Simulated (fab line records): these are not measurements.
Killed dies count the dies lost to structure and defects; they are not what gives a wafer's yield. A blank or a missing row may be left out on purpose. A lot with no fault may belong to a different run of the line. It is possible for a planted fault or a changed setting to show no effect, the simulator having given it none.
fab line records	flow n5-finfet	part 2 of 2: steps 5 to 6 of 6
record: lots: 23	wafers: 69	last-day: 17
route steps=1938 shown SDB@360 HKMG_FIN@441 GATE_CUT@467
lots untouched by any fault: they come from a run of this same line in which no faults occurred
start-h: hours from the record's opening day to when the first of the lot's shown wafers began	wait-h: time in hours since the lot's previous step	" identical to the entry in the row above	L1.1+2: one row covering several wafers at once	- no value, or no start given	* or withheld: withheld	< > ~ a bound
route shown NAME@n: names a module that has steps shown in the file, with the first one's number in the route	usual: mean and standard deviation over wafers with no fault	same: alike in all rows	chamber/n: place in a boat	sites: readings site by site	_std_site: standard deviation across them	_edge_site: outer sites' mean less inner sites'	radius-mm: for every site, how far away it sits from the centre of the wafer	mask NAME#n: copy n	behind: tool/chamber where the wafer was last shaped	hold: the reason the lot was held/the length of the hold in hours/how it ended	device: which transistor (n, p or np) failed to switch	end of line: the tests these same wafers got at the end of their route	a step with no rows: only its recipe	killed: count of dies lost to structure and defects at first sort (not the wafer's yield)	map: the dies of a wafer, with x for killed, . for not killed, _ for no die there
set.NAME: the setting as run; set.NAME@STEP: as run at that earlier step	model.NAME: the simulator's own value behind a step, which no gauge read
the route's steps for a sample of lots (tables are steps, rows are wafers)
services: the hour from which a tool's chamber was out of use, counted from the record's first day as start-h (under 0 if before that day), plus the number of hours and why
== steps ==
step: N5_GATE_CUT_ETCHBACK_30
recipe: chemistry: Cl2/Ar	target: TiN	target-depth-a: 30	mode: isotropic	pressure-mtorr: 10	icp-w: 600	bias-w: 60	Cl2_flow_sccm: 40	Ar_flow_sccm: 60
usual: drypump-motor-current-A: 5.7/0.48	oes-product-au: 0.78/0.068	throttle-valve-pct: 20.93/0.17
lot.wafer	tool	chamber	start-h	wait-h	drypump-motor-current-A	oes-product-au	rf-hours-counter-h	throttle-valve-pct
L074.2	rie-metal-03	1	82.75	0.1	6.1	0.66	94	20.80
L074.4	"	1	"	"	6.1	0.65	-	20.81
L074.5	"	1	"	"	6.1	0.65	-	20.82
L075.1	rie-metal-03	0	84.66	0.1	5.8	0.93	1	20.92
L075.2	"	1	"	"	6.0	0.66	94	20.81
L075.5	"	0	"	"	5.7	0.94	-	20.90
L076.3	rie-metal-03	0	91.65	0.0	5.7	0.93	-	20.93
L076.5	"	1	"	"	6.1	0.66	-	20.81
L076.6	"	0	"	"	5.8	0.92	-	20.92
L077.2	rie-metal-02	1	97.69	0.1	6.3	0.82	19	21.08
L077.3	"	1	"	"	6.3	0.81	-	21.13
L077.4	"	0	"	"	5.9	0.76	-	21.08
L078.2	rie-metal-02	0	104.68	0.1	5.9	0.76	67	21.07
L078.3	"	1	"	"	6.3	0.82	-	21.12
L078.4	"	0	"	"	6.0	0.75	-	21.08
L079.2	rie-metal-01	0	111.15	0.1	5.6	0.77	43	20.97
L079.3	"	1	"	"	4.9	0.83	-	20.65
L079.6	"	0	"	"	5.6	0.77	-	20.97
L080.3	rie-metal-01	1	118.67	0.0	4.9	0.84	-	20.66
L080.4	"	0	"	"	5.6	0.77	-	20.97
L080.6	"	1	"	"	4.9	0.84	-	20.65
L081.3	rie-metal-01	0	122.12	0.0	5.6	0.77	-	20.97
L081.4	"	1	"	"	4.9	0.83	-	20.64
L081.6	"	0	"	"	5.6	0.76	-	20.99
L082.1	rie-metal-02	0	125.49	0.1	5.9	0.76	68	21.07
L082.2	"	1	"	"	6.2	0.81	21	21.12
L082.3	"	1	"	"	6.3	0.81	-	21.12
L083.2	rie-metal-03	0	131.96	0.1	5.8	0.89	5	20.92
L083.5	"	0	"	"	5.8	0.89	-	20.94
L083.6	"	1	"	"	6.1	0.64	-	20.82
L084.2	rie-metal-03	1	139.32	0.1	6.0	0.65	99	20.81
L084.3	"	0	"	"	5.8	0.89	-	20.91
L084.4	"	1	"	"	6.1	0.64	-	20.81
L085.1	rie-metal-02	0	148.90	0.1	5.9	0.76	71	21.09
L085.4	"	0	"	"	6.0	0.75	-	21.08
L085.5	"	0	"	"	5.9	0.75	-	21.07
L086.1	rie-metal-01	0	156.59	0.1	5.6	0.75	47	20.98
L086.2	"	1	"	"	4.9	0.81	31	20.65
L086.6	"	1	"	"	4.9	0.81	-	20.65
L088.2	rie-metal-01	0	165.51	0.1	5.6	0.76	48	20.98
L088.5	"	0	"	"	5.6	0.76	-	20.98
L088.6	"	1	"	"	4.9	0.81	-	20.66
L087.1	rie-metal-02	1	166.24	0.1	6.3	0.80	26	21.14
L087.2	"	0	"	"	6.0	0.75	72	21.10
L087.4	"	1	"	"	6.3	0.79	-	21.13
L089.1	rie-metal-01	1	178.57	0.1	4.9	0.82	33	20.64
L089.4	"	1	"	"	4.9	0.82	-	20.66
L089.6	"	1	"	"	4.9	0.82	-	20.64
L090.1	rie-metal-02	0	184.90	0.1	5.9	0.75	74	21.08
L090.3	"	1	"	"	6.3	0.78	-	21.12
L090.5	"	0	"	"	5.9	0.74	-	21.09
L092.2	rie-metal-01	1	193.65	0.1	4.9	0.83	34	20.64
L092.4	"	0	"	"	5.6	0.76	-	20.96
L092.6	"	1	"	"	4.9	0.83	-	20.65
L093.2	rie-metal-01	1	196.29	0.1	4.9	0.82	34	20.66
L093.3	"	0	"	"	5.6	0.76	-	20.98
L093.5	"	1	"	"	4.9	0.82	-	20.65
L094.1	rie-metal-02	1	204.89	0.1	6.3	0.78	30	21.13
L094.5	"	0	"	"	5.9	0.74	-	21.08
L094.6	"	1	"	"	6.3	0.77	-	21.14
L095.1	rie-metal-02	1	207.41	0.1	6.3	0.78	30	21.14
L095.2	"	0	"	"	5.9	0.74	77	21.09
L095.5	"	1	"	"	6.3	0.78	-	21.14
L096.2	rie-metal-01	0	218.67	0.1	5.6	0.74	52	20.99
L096.4	"	0	"	"	5.6	0.75	-	20.99
L096.6	"	0	"	"	5.6	0.75	-	20.98
L097.3	rie-metal-02	1	219.76	0.0	6.3	0.78	-	21.14
L097.5	"	0	"	"	6.0	0.74	-	21.08
L097.6	"	1	"	"	6.2	0.78	-	21.12
step: N5_GATE_CUT_HM_DEP_46
recipe: material: SiO2	target-thk-a: 1300	temp-c: 400	precursor: TEOS/O2	pressure-torr: 6.5	rf-w: 900	teos-flow-sccm: 161.4	gas: O2	flow-sccm: 2650	time-s: 26.6
usual: heater-power-w: 540/62	showerhead-plenum-p-Torr: 8.34/0.04	throttle-valve-pct: 18.8/1
lot.wafer	tool	chamber	start-h	wait-h	heater-power-w	showerhead-plenum-p-Torr	throttle-valve-pct
L074.2	pecvd-01	2	85.75	0.0	459	8.31	17.9
L074.4	"	0	"	"	538	8.38	17.8
L074.5	"	2	"	"	455	8.33	18.1
L075.1	pecvd-03	0	87.93	0.0	528	8.33	20.5
L075.2	"	1	"	"	495	8.31	18.9
L075.5	"	0	"	"	552	8.30	20.6
L076.3	pecvd-04	0	94.64	0.0	566	8.32	20.0
L076.5	"	1	"	"	575	8.37	19.6
L076.6	"	0	"	"	562	8.31	20.0
L077.2	pecvd-01	2	101.42	0.0	465	8.32	18.0
L077.3	"	1	"	"	525	8.39	18.4
L077.4	"	0	"	"	509	8.34	17.7
L078.2	pecvd-03	0	107.68	0.0	491	8.29	20.4
L078.3	"	2	"	"	640	8.41	17.9
L078.4	"	0	"	"	494	8.28	20.6
L079.2	pecvd-04	1	114.24	0.0	532	8.38	19.6
L079.3	"	2	"	"	637	8.32	17.4
L079.6	"	1	"	"	535	8.38	19.4
L080.3	pecvd-01	1	121.93	0.0	499	8.39	18.4
L080.4	"	0	"	"	458	8.34	17.8
L080.6	"	2	"	"	413	8.33	18.3
L081.3	pecvd-03	2	125.16	0.0	578	8.38	17.8
L081.4	"	2	"	"	586	8.42	17.8
L081.6	"	0	"	"	487	8.31	20.6
L082.1	pecvd-04	1	128.49	0.0	543	8.39	19.7
L082.2	"	0	"	"	526	8.30	19.9
L082.3	"	2	"	"	563	8.30	17.6
L083.2	pecvd-01	1	135.06	0.0	533	8.38	18.6
L083.5	"	1	"	"	557	8.39	18.6
L083.6	"	2	"	"	439	8.34	18.2
L084.2	pecvd-03	2	142.34	0.0	636	8.40	17.8
L084.3	"	1	"	"	507	8.29	18.9
L084.4	"	1	"	"	502	8.31	18.6
L085.1	pecvd-01	1	151.89	0.0	530	8.39	18.4
L085.4	"	0	"	"	584	8.37	17.8
L085.5	"	2	"	"	492	8.34	18.3
L086.1	pecvd-03	2	159.59	0.0	498	8.41	18.1
L086.2	"	1	"	"	499	8.31	18.9
L086.6	"	1	"	"	500	8.31	18.8
L088.2	pecvd-03	0	168.52	0.0	586	8.31	20.8
L088.5	"	2	"	"	541	8.42	17.8
L088.6	"	1	"	"	515	8.32	19.1
L087.1	pecvd-04	1	169.34	0.0	585	8.39	19.6
L087.2	"	0	"	"	660	8.32	20.1
L087.4	"	0	"	"	653	8.31	20.2
L089.1	pecvd-03	0	181.57	0.0	584	8.30	20.4
L089.4	"	0	"	"	593	8.29	20.6
L089.6	"	2	"	"	596	8.41	17.9
L090.1	pecvd-04	2	188.39	0.0	602	8.31	17.6
L090.3	"	0	"	"	633	8.29	20.2
L090.5	"	2	"	"	577	8.31	18.0
L092.2	pecvd-01	0	196.64	0.0	539	8.35	17.8
L092.4	"	1	"	"	539	8.37	18.7
L092.6	"	2	"	"	467	8.31	18.3
L093.2	pecvd-03	1	199.29	0.0	507	8.29	18.8
L093.3	"	2	"	"	613	8.42	18.1
L093.5	"	1	"	"	521	8.30	18.2
L094.1	pecvd-03	2	208.10	0.0	643	8.40	18.0
L094.5	"	1	"	"	479	8.33	18.7
L094.6	"	0	"	"	547	8.30	20.6
L095.1	pecvd-03	2	210.41	0.0	614	8.42	17.9
L095.2	"	1	"	"	411	8.30	18.5
L095.5	"	1	"	"	415	8.29	18.6
L096.2	pecvd-01	1	221.83	0.0	446	8.39	18.4
L096.4	"	2	"	"	402	8.31	18.2
L096.6	"	0	"	"	519	8.38	17.7
L097.3	pecvd-04	0	222.74	0.0	560	8.29	20.3
L097.5	"	0	"	"	563	8.31	20.3
L097.6	"	2	"	"	516	8.33	17.8
== services ==
tool	chamber	start-h	hours	kind
rie-metal-03	0	51.45	-	clean
rie-metal-03	0	51.45	23.5	scheduled-down
rie-metal-03	0	51.45	23.5	vent-cycle
rie-diel-01	0	53.24	-	clean
rie-diel-01	0	53.24	-	consumable-replace:focus-ring
rie-diel-01	0	53.24	17.3	scheduled-down
rie-diel-01	0	53.24	17.3	vent-cycle
rie-metal-03	-	54.77	14.6	pm
plasma-asher-01	-	56.34	2.8	pm
rie-diel-04	-	64.98	1.1	repair
rie-diel-01	1	81.27	3.3	repair
pecvd-01	-	87.33	2.8	pm
pecvd-01	-	97.37	1.8	repair
pecvd-04	-	102.10	2.8	pm
pecvd-01	-	139.80	3.4	repair
rie-diel-05	0	148.21	4.6	repair
rie-metal-01	-	168.05	2.8	pm
pecvd-04	0	180.42	6.5	repair
plasma-asher-01	-	195.21	4.3	pm
rie-diel-01	3	195.47	16.5	repair
rie-diel-04	0	199.60	4.3	repair
pecvd-01	-	203.80	6.0	pm
pecvd-04	-	204.84	5.5	pm
rie-metal-03	-	218.58	4.9	repair
